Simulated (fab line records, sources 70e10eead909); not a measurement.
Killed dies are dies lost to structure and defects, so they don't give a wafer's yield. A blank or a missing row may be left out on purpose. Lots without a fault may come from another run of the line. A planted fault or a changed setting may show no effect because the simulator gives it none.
fab line records | flow nand_harc
record lots=6 wafers=18 last_day=34
route steps=1302 shown A_SOURCE_PLATE@416 A_ONON_D1@424 END@1302
lots that met no fault: from a run of the same line without faults
start_h: hours from the record's first day to the start of the lot's first wafer shown | wait_h: hours since the lot's step before | " the same as in the row above | L1.1+2: a row that stands for several wafers | - no value, or no start given | * or withheld: withheld | < > ~ a bound
route shown NAME@n: a module of which the file shows steps, and the number in the route of the first | usual: mean/standard deviation of fault-free wafers | same: alike in all rows | chamber/n: place in a boat | sites: the reading at each site | _std_site: their standard deviation | _edge_site: outer sites' mean less inner sites' | radius_mm: how far each site lies from the wafer's centre | mask NAME#n: copy n | behind: the tool/chamber that last shaped the wafer | hold: why the lot was held/for how many hours/how that ended | device: the transistor (n, p or np) that didn't switch | end of line: the same wafers' tests at the end of the route | a step without rows: its recipe alone | killed: dies lost to structure and defects at the first sort, not the wafer's yield | map: a wafer's dies, x killed, . not, _ none there
set.NAME: the setting as run; set.NAME@STEP: as run at that earlier step | model.NAME: the simulator's own value behind a step, which no gauge read
lots at some steps of the route; a table a step, a row a wafer
services: from which hour (start_h, from the record's first day; less than 0 if before it) a tool's chamber was out of use, for how many hours, and why
## steps
# step NHARC_A_SOURCE_PLATE_THK_MEAS_09
# recipe thk_meas_gauge=ellipsometry
# usual thk_nm=9.8/0.98
# columns lot.wafer tool chamber start_h wait_h thk_nm
L861.3 film_metro-01 - 157.29 0.4 9.7
L861.4 " - " " 9.4
L861.6 " - " " 9.6
L873.2 film_metro-01 - 297.46 0.4 11.5
L873.4 " - " " 11.4
L873.5 " - " " 10.9
L878.2 film_metro-01 - 327.19 0.4 9.7
L878.5 " - " " 7.6
L878.6 " - " " 10.1
L879.3 film_metro-01 - 339.55 0.4 9.4
L879.4 " - " " 10.3
L879.5 " - " " 10.7
L880.1 film_metro-02 - 348.97 0.4 8.8
L880.5 " - " " 8.9
L880.6 " - " " 10.0
L883.2 film_metro-01 - 379.15 0.4 11.2
L883.4 " - " " 10.3
L883.6 " - " " 10.0
# step NHARC_A_SOURCE_PLATE_PVD_04
# recipe target_thk_a=500 material=WSi2
# step NHARC_A_SOURCE_PLATE_CVD_03
# recipe target_thk_a=2000 temp_c=620 pressure_mtorr=200 time_s=4000 material=poly-Si
# step NHARC_A_SOURCE_PLATE_ANNEAL_05
# recipe temp_c=850 time_s=1800
# step NHARC_A_SOURCE_PLATE_THK_MEAS_06
# recipe thk_meas_gauge=ellipsometry
# usual thk_nm=200.1/2.2
# columns lot.wafer tool chamber start_h wait_h thk_nm
L861.3 film_metro-01 - 169.80 0.4 198.8
L861.4 " - " " 201.3
L861.6 " - " " 199.5
L873.2 film_metro-01 - 312.45 0.4 197.9
L873.4 " - " " 200.5
L873.5 " - " " 201.1
L878.2 film_metro-01 - 340.03 0.4 200.0
L878.5 " - " " 199.2
L878.6 " - " " 197.3
L879.3 film_metro-01 - 352.59 0.4 199.7
L879.4 " - " " 199.1
L879.5 " - " " 200.1
L880.1 film_metro-02 - 362.09 0.4 197.2
L880.5 " - " " 198.2
L880.6 " - " " 198.3
L883.2 film_metro-02 - 391.69 0.4 201.3
L883.4 " - " " 201.7
L883.6 " - " " 200.8
# step NHARC_A_SOURCE_PLATE_INSPECT_08
# usual raw_defect_count=59/24
# columns lot.wafer tool chamber start_h wait_h raw_defect_count
L861.3 defect_inspect-01 - 169.86 0.0 75
L861.4 " - " " 94
L861.6 " - " " 99
L873.2 defect_inspect-01 - 312.53 0.0 29
L873.4 " - " " 27
L873.5 " - " " 35
L878.2 defect_inspect-01 - 340.10 0.0 25
L878.5 " - " " 61
L878.6 " - " " 51
L879.3 defect_inspect-02 - 352.65 0.0 74
L879.4 " - " " 76
L879.5 " - " " 46
L880.1 defect_inspect-01 - 362.16 0.0 63
L880.5 " - " " 95
L880.6 " - " " 82
L883.2 defect_inspect-01 - 391.75 0.0 42
L883.4 " - " " 39
L883.6 " - " " 31
# step NHARC_A_ONON_D1_DEP_00
# recipe target_thk_a=10000 n2_flow_sccm=2750 n2o_flow_sccm=2000 nh3_flow_sccm=500 sih4_flow_sccm=210 temp_c=400
# step NHARC_A_ONON_D1_THK_MEAS_02
# recipe thk_meas_gauge=ellipsometry
# usual thk_nm=1000/8.8
# columns lot.wafer tool chamber start_h wait_h thk_nm
L861.3 film_metro-01 - 170.44 - 1002
L861.4 " - " " 1002
L861.6 " - " " 1003
L873.2 film_metro-01 - 313.11 - 1005
L873.4 " - " " 1005
L873.5 " - " " 1004
L878.2 film_metro-02 - 340.67 - 984
L878.5 " - " " 987
L878.6 " - " " 985
L879.3 film_metro-01 - 353.23 - 983
L879.4 " - " " 983
L879.5 " - " " 985
L880.1 film_metro-01 - 362.73 - 1000
L880.5 " - " " 999
L880.6 " - " " 1001
L883.2 film_metro-02 - 392.33 - 1006
L883.4 " - " " 1004
L883.6 " - " " 1003
# step NHARC_A_ONON_D1_DEP_03
# recipe target_thk_a=10000 n2_flow_sccm=2750 n2o_flow_sccm=2000 nh3_flow_sccm=500 sih4_flow_sccm=210 temp_c=400
# step NHARC_A_ONON_D1_THK_MEAS_05
# recipe thk_meas_gauge=ellipsometry
# usual thk_nm=999/10
# columns lot.wafer tool chamber start_h wait_h thk_nm
L861.3 film_metro-02 - 171.00 - 992
L861.4 " - " " 991
L861.6 " - " " 991
L873.2 film_metro-02 - 313.81 - 1003
L873.4 " - " " 1004
L873.5 " - " " 1007
L878.2 film_metro-01 - 341.24 - 993
L878.5 " - " " 996
L878.6 " - " " 994
L879.3 film_metro-01 - 353.79 - 1017
L879.4 " - " " 1016
L879.5 " - " " 1014
L880.1 film_metro-01 - 363.30 - 1005
L880.5 " - " " 1003
L880.6 " - " " 1005
L883.2 film_metro-01 - 392.89 - 995
L883.4 " - " " 996
L883.6 " - " " 998
# step NHARC_A_ONON_D1_DEP_06
# recipe target_thk_a=10000 n2_flow_sccm=2750 n2o_flow_sccm=2000 nh3_flow_sccm=500 sih4_flow_sccm=210 temp_c=400
# usual n2_flow_sccm=2751/8.6 susceptor_temp_C=400.02/0.19
# columns lot.wafer tool chamber start_h wait_h n2_flow_sccm susceptor_temp_C
L861.3 pecvd_onon-04 0 171.17 0.2 2741 399.69
L861.4 " 0 " " 2751 399.52
L861.6 " 0 " " 2751 399.94
L873.2 pecvd_onon-03 0 314.06 0.2 2740 399.64
L873.4 " 0 " " 2743 399.84
L873.5 " 0 " " 2752 399.62
L878.2 pecvd_onon-04 0 341.36 0.1 2738 400.24
L878.5 " 0 " " 2747 400.17
L878.6 " 0 " " 2750 400.06
L879.3 pecvd_onon-04 0 353.96 0.2 2748 400.25
L879.4 " 0 " " 2749 399.90
L879.5 " 0 " " 2766 399.97
L880.1 pecvd_onon-03 0 363.35 0.1 2750 399.87
L880.5 " 0 " " 2751 399.86
L880.6 " 0 " " 2752 399.64
L883.2 pecvd_onon-01 0 393.01 0.1 2759 400.14
L883.4 " 0 " " 2752 399.95
L883.6 " 0 " " 2760 400.27
# step NHARC_A_ONON_D1_THK_MEAS_08
# recipe thk_meas_gauge=ellipsometry
# usual thk_nm=1002/9.6
# columns lot.wafer tool chamber start_h wait_h thk_nm
L861.3 film_metro-02 - 171.56 - 1023
L861.4 " - " " 1021
L861.6 " - " " 1020
L873.2 film_metro-02 - 314.50 - 996
L873.4 " - " " 998
L873.5 " - " " 999
L878.2 film_metro-01 - 341.81 - 1563
L878.5 " - " " 1562
L878.6 " - " " 1563
L879.3 film_metro-01 - 354.36 - 1548
L879.4 " - " " 1548
L879.5 " - " " 1547
L880.1 film_metro-02 - 363.86 - 998
L880.5 " - " " 999
L880.6 " - " " 1001
L883.2 film_metro-02 - 393.46 - 991
L883.4 " - " " 991
L883.6 " - " " 990
# step NHARC_A_ONON_D1_DEP_09
# recipe target_thk_a=10000 n2_flow_sccm=2750 n2o_flow_sccm=2000 nh3_flow_sccm=500 sih4_flow_sccm=210 temp_c=400
# step NHARC_END_SORT_01
# recipe temp_c=25
# usual killed_at_array=56/17 killed_at_other=0.9/1.2 killed_at_periphery=3.9/2.5 killed_dies=61/17 killed_open=3.2/1.8 killed_short=2.7/1.7
# same gross_dies=677
# columns lot.wafer tool chamber start_h wait_h killed_at_array killed_at_other killed_at_periphery killed_dies killed_open killed_short
L878.2 prober-02 0 732.20 2.8 673 2 2 677 7 2
L878.5 prober-02 0 734.60 3.7 677 0 0 677 3 4
L878.6 prober-02 0 735.40 4.0 673 1 3 677 4 4
L879.3 prober-01 0 753.76 3.1 676 0 1 677 2 2
L879.4 prober-01 0 754.55 3.4 676 0 1 677 4 2
L879.5 prober-01 0 755.34 3.7 674 1 2 677 3 4
# killed by level:class
L878.2 A_ONON_D1:area_dep=580 A_CHANNEL_HOLE_D1:chamber_film_flake=38 A_SLIT:chamber_film_flake=34 A_CONTACT:chamber_film_flake=7 A_STAIRCASE:chamber_film_flake=3 A_CHANNEL_FILL_D1:geometric_particle:open=2 A_BLC:geometric_particle:open=2 A_WL_FILL:chamber_film_flake=2
L878.5 A_ONON_D1:area_dep=597 A_SLIT:chamber_film_flake=35 A_CHANNEL_HOLE_D1:chamber_film_flake=29 A_CONTACT:chamber_film_flake=4 A_ZERO_WELL:chamber_film_flake=3 A_CHANNEL_FILL_D1:geometric_particle:short=2 A_ONON_D1:geometric_particle:short=1 A_CHANNEL_FILL_D1:geometric_particle:open=1
L878.6 A_ONON_D1:area_dep=597 A_CHANNEL_HOLE_D1:chamber_film_flake=36 A_SLIT:chamber_film_flake=21 A_STAIRCASE:chamber_film_flake=4 A_CONTACT:chamber_film_flake=4 A_WL_FILL:chamber_film_flake=3 P_CONTACT:geometric_particle:open=1 A_ONON_D1:geometric_particle:short=1
L879.3 A_ONON_D1:area_dep=612 A_CHANNEL_HOLE_D2:chamber_film_flake=27 A_CHANNEL_HOLE_D1:chamber_film_flake=14 A_CONTACT:chamber_film_flake=7 A_STAIRCASE:chamber_film_flake=6 A_SLIT:chamber_film_flake=5 A_SOURCE_PLATE:geometric_particle:open=1 A_ONON_D2:geometric_particle:short=1
L879.4 A_ONON_D1:area_dep=619 A_CHANNEL_HOLE_D2:chamber_film_flake=18 A_CHANNEL_HOLE_D1:chamber_film_flake=11 A_SLIT:chamber_film_flake=8 A_DECK1_JOINT:chamber_film_flake=5 A_CONTACT:chamber_film_flake=4 A_STAIRCASE:chamber_film_flake=3 A_DECK1_JOINT:geometric_particle:short=2
L879.5 A_ONON_D1:area_dep=620 A_CHANNEL_HOLE_D2:chamber_film_flake=22 A_CHANNEL_HOLE_D1:chamber_film_flake=14 A_SLIT:chamber_film_flake=5 A_STAIRCASE:chamber_film_flake=3 A_CHANNEL_FILL_D1:chamber_film_flake=2 A_DECK1_JOINT:chamber_film_flake=2 P_CONTACT:geometric_particle:short=1
# map L878.2 (x killed, . not)
____________x____________
_________xxxxxxx_________
_______xxxxxxxxxxx_______
______xxxxxxxxxxxxx______
_____xxxxxxxxxxxxxxx_____
____xxxxxxxxxxxxxxxxx____
____xxxxxxxxxxxxxxxxx____
___xxxxxxxxxxxxxxxxxxx___
___xxxxxxxxxxxxxxxxxxx___
__xxxxxxxxxxxxxxxxxxxxx__
__xxxxxxxxxxxxxxxxxxxxx__
_xxxxxxxxxxxxxxxxxxxxxxx_
_xxxxxxxxxxxxxxxxxxxxxxx_
_xxxxxxxxxxxxxxxxxxxxxxx_
_xxxxxxxxxxxxxxxxxxxxxxx_
_xxxxxxxxxxxxxxxxxxxxxxx_
xxxxxxxxxxxxxxxxxxxxxxxxx
xxxxxxxxxxxxxxxxxxxxxxxxx
xxxxxxxxxxxxxxxxxxxxxxxxx
xxxxxxxxxxxxxxxxxxxxxxxxx
xxxxxxxxxxxxxxxxxxxxxxxxx
_xxxxxxxxxxxxxxxxxxxxxxx_
_xxxxxxxxxxxxxxxxxxxxxxx_
_xxxxxxxxxxxxxxxxxxxxxxx_
_xxxxxxxxxxxxxxxxxxxxxxx_
_xxxxxxxxxxxxxxxxxxxxxxx_
__xxxxxxxxxxxxxxxxxxxxx__
__xxxxxxxxxxxxxxxxxxxxx__
___xxxxxxxxxxxxxxxxxxx___
___xxxxxxxxxxxxxxxxxxx___
____xxxxxxxxxxxxxxxxx____
____xxxxxxxxxxxxxxxxx____
_____xxxxxxxxxxxxxxx_____
______xxxxxxxxxxxxx______
_______xxxxxxxxxxx_______
_________xxxxxxx_________
____________x____________
# map L879.3 (x killed, . not)
____________x____________
_________xxxxxxx_________
_______xxxxxxxxxxx_______
______xxxxxxxxxxxxx______
_____xxxxxxxxxxxxxxx_____
____xxxxxxxxxxxxxxxxx____
____xxxxxxxxxxxxxxxxx____
___xxxxxxxxxxxxxxxxxxx___
___xxxxxxxxxxxxxxxxxxx___
__xxxxxxxxxxxxxxxxxxxxx__
__xxxxxxxxxxxxxxxxxxxxx__
_xxxxxxxxxxxxxxxxxxxxxxx_
_xxxxxxxxxxxxxxxxxxxxxxx_
_xxxxxxxxxxxxxxxxxxxxxxx_
_xxxxxxxxxxxxxxxxxxxxxxx_
_xxxxxxxxxxxxxxxxxxxxxxx_
xxxxxxxxxxxxxxxxxxxxxxxxx
xxxxxxxxxxxxxxxxxxxxxxxxx
xxxxxxxxxxxxxxxxxxxxxxxxx
xxxxxxxxxxxxxxxxxxxxxxxxx
xxxxxxxxxxxxxxxxxxxxxxxxx
_xxxxxxxxxxxxxxxxxxxxxxx_
_xxxxxxxxxxxxxxxxxxxxxxx_
_xxxxxxxxxxxxxxxxxxxxxxx_
_xxxxxxxxxxxxxxxxxxxxxxx_
_xxxxxxxxxxxxxxxxxxxxxxx_
__xxxxxxxxxxxxxxxxxxxxx__
__xxxxxxxxxxxxxxxxxxxxx__
___xxxxxxxxxxxxxxxxxxx___
___xxxxxxxxxxxxxxxxxxx___
____xxxxxxxxxxxxxxxxx____
____xxxxxxxxxxxxxxxxx____
_____xxxxxxxxxxxxxxx_____
______xxxxxxxxxxxxx______
_______xxxxxxxxxxx_______
_________xxxxxxx_________
____________x____________
## services
# columns tool chamber start_h hours kind
pecvd_onon-03 - 227.05 13.0 pm
pecvd_onon-01 - 269.21 13.0 pm
pecvd_onon-04 - 311.13 13.0 pm
pecvd_onon-01 - 311.75 9.0 repair
pecvd_onon-03 - 350.11 0.4 repair
## key
first_sign step=NHARC_A_ONON_D1_THK_MEAS_08 reading=thk_nm direction=up sigmas=57 usual=1002 struck=1555
effect step=NHARC_END_SORT_01 reading=killed_at_array direction=up sigmas=37 usual=56 struck=675
more_kills_born_at NHARC_A_ONON_D1_DEP_06@pecvd_onon-04=3625
met_at NHARC_A_ONON_D1_DEP_06
struck_wafers L878.2,L878.5,L878.6,L879.3,L879.4,L879.5
later_rows_left_out L878.2,L878.5,L878.6,L879.3,L879.4,L879.5
tester_left_out L878,L879
onset_between 171.17 341.36
fault kind=process_parameter_drift tool=pecvd_onon-04 chamber=0 onset_h=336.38 steps=NHARC_A_ONON_D1_DEP_06 channel=target_thk_a offset=* shape=step end_h=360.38 acts_in=* stated=*
# tester_left_out: of these lots the tester's yield and bins aren't shown, on N5 and GAA mostly nor the transistor test; their killed dies are dies lost to structure and defects alone, not to doping, threshold or leakage, so they don't give the yield
# later_rows_left_out: the simulator's readings of these wafers behind a module that went badly wrong aren't trusted and aren't shown, but for the sort
